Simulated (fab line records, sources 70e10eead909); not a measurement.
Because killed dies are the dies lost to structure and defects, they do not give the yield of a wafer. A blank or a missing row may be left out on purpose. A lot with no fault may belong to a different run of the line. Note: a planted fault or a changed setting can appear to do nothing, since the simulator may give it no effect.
Which of the tools did it? :: flow nandHarc :: Sampling: 14 lots, 42 wafers, 5 of 1302 route steps

== WHAT EACH GAUGE READ, for each wafer ==
NHARC_P_ZERO_WELL_CD_MEAS_24: target cd 720 nm. Usual: cdNm reads 720.6 nm (standard deviation 2.3).
lot: L323
measured: day 2 08:37
on: cdSem-02
cdNm (nm): 719.3 718.0 716.6
flag: 

lot: L324
measured: day 2 18:38
on: cdSem-02
cdNm (nm): 721.7 718.0 719.2
flag: 

lot: L325
measured: day 3 04:38
on: cdSem-01
cdNm (nm): 720.9 721.7 722.5
flag: 

lot: L326
measured: day 3 14:35
on: cdSem-01
cdNm (nm): 721.5 719.3 722.2
flag: 

lot: L327
measured: day 4 02:15
on: cdSem-02
cdNm (nm): 720.2 721.5 722.0
flag: 

lot: L328
measured: day 4 10:35
on: cdSem-03
cdNm (nm): 723.1 720.8 722.6
flag: 

lot: L329
measured: day 4 20:27
on: cdSem-02
cdNm (nm): 720.0 720.3 718.6
flag: 

lot: L330
measured: day 5 06:20
on: cdSem-03
cdNm (nm): 717.0 721.7 720.7
flag: 

lot: L331
measured: day 5 16:32
on: cdSem-01
cdNm (nm): 721.2 720.6 720.5
flag: 

lot: L337
measured: day 8 04:38
on: cdSem-03
cdNm (nm): 721.4 719.9 722.9
flag: 

lot: L341
measured: day 9 20:31
on: cdSem-02
cdNm (nm): 722.4 717.0 720.6
flag: 

lot: L342
measured: day 10 08:08
on: cdSem-02
cdNm (nm): 723.6 723.4 723.8
flag: 

lot: L343
measured: day 10 16:37
on: cdSem-01
cdNm (nm): 719.7 717.6 720.2
flag: 

lot: L344
measured: day 11 02:29
on: cdSem-01
cdNm (nm): 722.5 722.8 721.5
flag: 

NHARC_P_ZERO_WELL_CD_MEAS_52: target cd 2000 nm. Usual: cdNm reads 2000.0 nm (standard deviation 1.6).
lot: L323
measured: day 2 11:50
on: cdSem-02
cdNm (nm): 2001.5 1999.6 2002.3
flag: 

lot: L324
measured: day 2 21:48
on: cdSem-03
cdNm (nm): 1999.7 1998.6 1998.8
flag: 

lot: L325
measured: day 3 07:56
on: cdSem-03
cdNm (nm): 2002.3 2000.5 2003.4
flag: 

lot: L326
measured: day 3 17:51
on: cdSem-01
cdNm (nm): 2000.3 2001.7 1999.9
flag: 

lot: L327
measured: day 4 05:40
on: cdSem-02
cdNm (nm): 1998.9 1997.8 1998.9
flag: 

lot: L328
measured: day 4 13:45
on: cdSem-01
cdNm (nm): 1998.8 2000.2 1997.9
flag: 

lot: L329
measured: day 4 23:44
on: cdSem-02
cdNm (nm): 2001.6 2001.4 2000.1
flag: 

lot: L330
measured: day 5 09:37
on: cdSem-02
cdNm (nm): 1999.2 2000.0 1997.7
flag: 

lot: L331
measured: day 5 19:45
on: cdSem-02
cdNm (nm): 1998.3 2001.8 2001.4
flag: 

lot: L337
measured: day 8 08:16
on: cdSem-02
cdNm (nm): 1998.7 2000.5 1999.4
flag: 

lot: L341
measured: day 9 23:40
on: cdSem-02
cdNm (nm): 2002.3 2001.6 2000.6
flag: 

lot: L342
measured: day 10 11:25
on: cdSem-03
cdNm (nm): 2000.4 2001.6 2000.9
flag: 

lot: L343
measured: day 10 19:46
on: cdSem-02
cdNm (nm): 2001.6 2000.2 1999.7
flag: 

lot: L344
measured: day 11 05:38
on: cdSem-03
cdNm (nm): 2000.5 1999.7 2002.6
flag: 

NHARC_END_SORT_01. Usual: killedAtArray 46, standard deviation 16; killedAtOther 0.9, standard deviation 1.3; killedAtPeriphery 4.1, standard deviation 3; killedDies 51, standard deviation 17; killedOpen 3.5, standard deviation 1.8; killedShort 2.5, standard deviation 1.8.
lot: L323
measured: day 24 20:01
on: prober-01
killedAtArray: 81 72 66
killedAtOther: 1 0 0
killedAtPeriphery: 2 1 5
killedDies: 84 73 71
killedOpen: 5 3 4
killedShort: 1 1 2
flag: 

lot: L324
measured: day 25 11:46
on: prober-02
killedAtArray: 43 37 35
killedAtOther: 0 0 8
killedAtPeriphery: 3 4 3
killedDies: 46 41 46
killedOpen: 4 5 6
killedShort: 4 4 2
flag: 

lot: L325
measured: day 25 04:01
on: prober-01
killedAtArray: 45 34 43
killedAtOther: 0 2 2
killedAtPeriphery: 7 7 0
killedDies: 52 43 45
killedOpen: 4 8 4
killedShort: 0 3 1
flag: 

lot: L326
measured: day 26 10:02
on: prober-01
killedAtArray: 41 44 64
killedAtOther: 1 1 1
killedAtPeriphery: 5 9 7
killedDies: 47 54 72
killedOpen: 2 7 4
killedShort: 1 3 0
flag: 

lot: L327
measured: day 27 03:20
on: prober-02
killedAtArray: 34 63 42
killedAtOther: 1 1 0
killedAtPeriphery: 5 2 0
killedDies: 40 66 42
killedOpen: 4 1 2
killedShort: 1 3 1
flag: 

lot: L328
measured: day 27 12:36
on: prober-01
killedAtArray: 37 21 38
killedAtOther: 0 0 1
killedAtPeriphery: 0 3 0
killedDies: 37 24 39
killedOpen: 6 3 5
killedShort: 2 1 5
flag: 

lot: L329
measured: day 27 19:12
on: prober-02
killedAtArray: 34 44 34
killedAtOther: 0 0 0
killedAtPeriphery: 1 1 2
killedDies: 35 45 36
killedOpen: 1 5 1
killedShort: 2 4 3
flag: 

lot: L330
measured: day 28 11:32
on: prober-02
killedAtArray: 41 38 42
killedAtOther: 2 0 2
killedAtPeriphery: 8 7 4
killedDies: 51 45 48
killedOpen: 4 3 2
killedShort: 1 3 1
flag: 

lot: L331
measured: day 28 10:43
on: prober-01
killedAtArray: 61 75 56
killedAtOther: 0 1 0
killedAtPeriphery: 0 6 2
killedDies: 61 82 58
killedOpen: 7 0 5
killedShort: 2 6 2
flag: 

lot: L337
measured: day 30 10:28
on: prober-01
killedAtArray: 46 38 36
killedAtOther: 0 0 0
killedAtPeriphery: 3 8 1
killedDies: 49 46 37
killedOpen: 4 6 0
killedShort: 2 4 6
flag: 

lot: L341
measured: day 33 02:43
on: prober-01
killedAtArray: 40 36 43
killedAtOther: 0 0 0
killedAtPeriphery: 5 3 2
killedDies: 45 39 45
killedOpen: 7 1 3
killedShort: 2 2 2
flag: 

lot: L342
measured: day 32 18:41
on: prober-01
killedAtArray: 54 59 65
killedAtOther: 2 0 2
killedAtPeriphery: 5 7 7
killedDies: 61 66 74
killedOpen: 2 3 5
killedShort: 2 8 1
flag: 

lot: L343
measured: day 33 15:07
on: prober-02
killedAtArray: 46 43 60
killedAtOther: 2 5 2
killedAtPeriphery: 8 9 6
killedDies: 56 57 68
killedOpen: 3 3 3
killedShort: 5 5 6
flag: 

lot: L344
measured: day 33 15:08
on: prober-01
killedAtArray: 53 54 49
killedAtOther: 0 3 1
killedAtPeriphery: 2 5 1
killedDies: 55 62 51
killedOpen: 4 4 1
killedShort: 3 3 5
flag: 

== EACH LOT AND THE TOOL THAT RAN IT (in order: tool; ch and the chambers of the sampled wafers; start) ==
lot: L323
NHARC_P_ZERO_WELL_RTA_42: rtpAnneal-02 ch 0, day 2 13:05
NHARC_P_STI_OXIDE_29: furnace-06 ch 0, day 2 17:36

lot: L324
NHARC_P_ZERO_WELL_RTA_42: rtpAnneal-02 ch 0, day 2 22:56
NHARC_P_STI_OXIDE_29: furnace-06 ch 0, day 3 03:35

lot: L325
NHARC_P_ZERO_WELL_RTA_42: rtpAnneal-01 ch 0, day 3 09:05
NHARC_P_STI_OXIDE_29: furnace-03 ch 0, day 3 13:36

lot: L326
NHARC_P_ZERO_WELL_RTA_42: rtpAnneal-02 ch 0, day 3 19:12
NHARC_P_STI_OXIDE_29: furnace-06 ch 0, day 3 23:37

lot: L327
NHARC_P_ZERO_WELL_RTA_42: rtpAnneal-01 ch 0, day 4 07:01
NHARC_P_STI_OXIDE_29: furnace-02 ch 0, day 4 13:29

lot: L328
NHARC_P_ZERO_WELL_RTA_42: rtpAnneal-02 ch 0, day 4 14:53
NHARC_P_STI_OXIDE_29: furnace-06 ch 0, day 4 19:31

lot: L329
NHARC_P_ZERO_WELL_RTA_42: rtpAnneal-02 ch 0, day 5 00:58
NHARC_P_STI_OXIDE_29: furnace-02 ch 0, day 5 04:48

lot: L330
NHARC_P_ZERO_WELL_RTA_42: rtpAnneal-02 ch 0, day 5 10:58
NHARC_P_STI_OXIDE_29: furnace-03 ch 0, day 5 17:10

lot: L331
NHARC_P_ZERO_WELL_RTA_42: rtpAnneal-01 ch 0, day 5 20:59
NHARC_P_STI_OXIDE_29: furnace-02 ch 0, day 6 03:46

lot: L337
NHARC_P_ZERO_WELL_RTA_42: rtpAnneal-01 ch 0, day 8 09:30
NHARC_P_STI_OXIDE_29: furnace-02 ch 0, day 8 13:20

lot: L341
NHARC_P_ZERO_WELL_RTA_42: rtpAnneal-01 ch 0, day 10 00:49
NHARC_P_STI_OXIDE_29: furnace-03 ch 0, day 10 05:49

lot: L342
NHARC_P_ZERO_WELL_RTA_42: rtpAnneal-02 ch 0, day 10 12:40
NHARC_P_STI_OXIDE_29: furnace-06 ch 0, day 10 17:16

lot: L343
NHARC_P_ZERO_WELL_RTA_42: rtpAnneal-02 ch 0, day 10 20:55
NHARC_P_STI_OXIDE_29: furnace-06 ch 0, day 11 01:33

lot: L344
NHARC_P_ZERO_WELL_RTA_42: rtpAnneal-02 ch 0, day 11 06:50
NHARC_P_STI_OXIDE_29: furnace-06 ch 0, day 11 13:07
- NHARC_P_ZERO_WELL_RTA_42: time 300 s.
- NHARC_P_STI_OXIDE_29: material SiO2, target thk 10 nm, ox time 1362 s.

== WHAT THE TOOLS THEMSELVES READ (means of the sampled wafers that have a number; where no wafer has one, the mark that the record gives instead) ==
NHARC_P_ZERO_WELL_RTA_42. Usual: lampPowerPct 37.6 %, standard deviation 2.9; lamp_zone_1_pct 37.6 %, standard deviation 2.9; wafer_temp_C_max 1104.5, standard deviation 1.2.
lot: L323
tool: rtpAnneal-02
lampPowerPct (%): 34.8
lamp_zone_1_pct (%): 34.8
wafer_temp_C_max: 1103.8
flag: 

lot: L324
tool: rtpAnneal-02
lampPowerPct (%): 34.8
lamp_zone_1_pct (%): 34.9
wafer_temp_C_max: 1103.7
flag: 

lot: L325
tool: rtpAnneal-01
lampPowerPct (%): 40.8
lamp_zone_1_pct (%): 40.8
wafer_temp_C_max: 1105.9
flag: 

lot: L326
tool: rtpAnneal-02
lampPowerPct (%): 34.8
lamp_zone_1_pct (%): 34.9
wafer_temp_C_max: 1104.5
flag: 

lot: L327
tool: rtpAnneal-01
lampPowerPct (%): 40.7
lamp_zone_1_pct (%): 40.7
wafer_temp_C_max: 1104.9
flag: 

lot: L328
tool: rtpAnneal-02
lampPowerPct (%): 34.9
lamp_zone_1_pct (%): 34.9
wafer_temp_C_max: 1104.6
flag: 

lot: L329
tool: rtpAnneal-02
lampPowerPct (%): 34.9
lamp_zone_1_pct (%): 34.9
wafer_temp_C_max: 1103.2
flag: 

lot: L330
tool: rtpAnneal-02
lampPowerPct (%): 34.9
lamp_zone_1_pct (%): 34.8
wafer_temp_C_max: 1103.5
flag: 

lot: L331
tool: rtpAnneal-01
lampPowerPct (%): 40.9
lamp_zone_1_pct (%): 40.8
wafer_temp_C_max: 1105.2
flag: 

lot: L337
tool: rtpAnneal-01
lampPowerPct (%): 40.8
lamp_zone_1_pct (%): 40.8
wafer_temp_C_max: 1105.5
flag: 

lot: L341
tool: rtpAnneal-01
lampPowerPct (%): 40.7
lamp_zone_1_pct (%): 40.8
wafer_temp_C_max: 1105.5
flag: 

lot: L342
tool: rtpAnneal-02
lampPowerPct (%): 34.8
lamp_zone_1_pct (%): 34.8
wafer_temp_C_max: 1103.3
flag: 

lot: L343
tool: rtpAnneal-02
lampPowerPct (%): 34.9
lamp_zone_1_pct (%): 34.8
wafer_temp_C_max: 1103.9
flag: 

lot: L344
tool: rtpAnneal-02
lampPowerPct (%): 34.9
lamp_zone_1_pct (%): 34.9
wafer_temp_C_max: 1103.9
flag: 

== THE ANSWER, worked out from the rows above alone ==
Rule: take the mean of a lot's wafers that have a number; if it is more than 3 standard deviations from the usual mean, the lot is off. A lot without any number at a reading at which 4 lots or more have one is off too. Any other lot the step has rows for is counted as sound. After the gauges, taken in route order, come the tools' own readings; for these a lot's mean is taken, as printed above. At the first step where some lot is off, the reading lying furthest off is the one used; lots without a number count as furthest.
No lot is off on any of the readings shown, so nothing can be concluded from this.

== WHAT WAS PUT IN BY THE SIMULATOR ==
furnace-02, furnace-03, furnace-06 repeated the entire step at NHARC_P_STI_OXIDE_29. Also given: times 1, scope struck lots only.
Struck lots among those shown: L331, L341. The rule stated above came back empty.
